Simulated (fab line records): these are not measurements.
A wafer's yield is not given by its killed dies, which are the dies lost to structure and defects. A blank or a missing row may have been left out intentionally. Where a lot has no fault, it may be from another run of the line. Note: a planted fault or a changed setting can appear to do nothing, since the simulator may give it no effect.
Matching of chambers | flow nand-harc | NHARC_A_CONTACT_DEP_29 on pecvd-01: 3 sister chambers
The step deposits SiON, target thk 70 nm. 3 wafers are shown with their chamber, then 7 later ones without.

== WAFERS PAIRED WITH THEIR CHAMBERS ==
wafer  | chamber | heater-power-w (W)
L490.3 | 2       | 786
L495.3 | 1       | 860
L495.4 | 0       | 798

== WAFERS WHOSE CHAMBER IS MISSING ==
wafer  | heater-power-w (W)
L495.6 | 852
L496.4 | 700
L496.5 | 676
L496.6 | 839
L505.4 | 804
L505.5 | 843
L505.6 | 902

== WHICH CHAMBER EACH WENT THROUGH ==
wafer  | from the rows above          | in truth
L495.6 | can't be placed: 1 or 0 or 2 | 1
L496.4 | can't be placed: 2 or 0 or 1 | 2
L496.5 | can't be placed: 2 or 0 or 1 | 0
L496.6 | can't be placed: 1 or 0 or 2 | 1
L505.4 | can't be placed: 0 or 2 or 1 | 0
L505.5 | can't be placed: 1 or 0 or 2 | 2
L505.6 | can't be placed: 1 or 0 or 2 | 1
Correct placement for 0 of the 7. From these rows, 7 cannot be placed; in 7 the true chamber is one of the candidates. 0 placed wrongly.
How it was worked out, from the rows above alone: a wafer's distance from a chamber is the root of the sum, over the readings, of the square of ((its reading less the chamber's mean) divided by the reading's scatter). If the next closest chamber is less than 2 further off than the closest, the wafer can't be placed; otherwise it belongs to the closest. A chamber's mean is the mean of its shown wafers. The scatter (one wafer shown for each chamber): square how far every hidden wafer sits from the nearest shown wafer, average those squares and take the square root.
